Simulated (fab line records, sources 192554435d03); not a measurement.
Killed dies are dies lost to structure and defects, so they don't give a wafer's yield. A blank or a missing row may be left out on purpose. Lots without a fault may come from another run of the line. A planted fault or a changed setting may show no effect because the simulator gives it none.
Chamber matching | flow n5_finfet | N5_FIN_SAQP_STRIP_70 on rie_diel-01: 4 sister chambers
The step strips in N2/H2. 4 wafers are shown with their chamber, then 8 later ones without.

WAFERS WITH THEIR CHAMBER
wafer  | chamber | showerhead_plenum_p_Torr (Torr)
L084.4 | 2       | 3.19
L086.3 | 1       | 3.56
L086.4 | 3       | 3.31
L089.2 | 0       | 3.35

WAFERS WITHOUT THEIR CHAMBER
wafer  | showerhead_plenum_p_Torr (Torr)
L089.4 | 3.18
L089.6 | 3.56
L094.2 | 3.55
L094.3 | 3.30
L094.4 | 3.35
L096.2 | 3.18
L096.3 | 3.30
L096.4 | 3.35

WHICH CHAMBER EACH WENT THROUGH
wafer  | from the rows above | in truth
L089.4 | 2                   | 2
L089.6 | 1                   | 1
L094.2 | 1                   | 1
L094.3 | 3                   | 3
L094.4 | 0                   | 0
L096.2 | 2                   | 2
L096.3 | 3                   | 3
L096.4 | 0                   | 0
Placed correctly: 8 of 8. Can't be placed from these rows: 0. Placed wrongly: 0.
How it was worked out, from the rows above alone: a wafer's distance from a chamber is the root of the sum, over the readings, of the square of ((its reading less the chamber's mean) divided by the reading's scatter). The wafer belongs to the nearest chamber; if the next one is less than 2 further off, it can't be placed. A chamber's mean is the mean of its shown wafers. The scatter: with one shown wafer a chamber, the root of the mean of the squares of how far each hidden wafer lies from its nearest shown one.
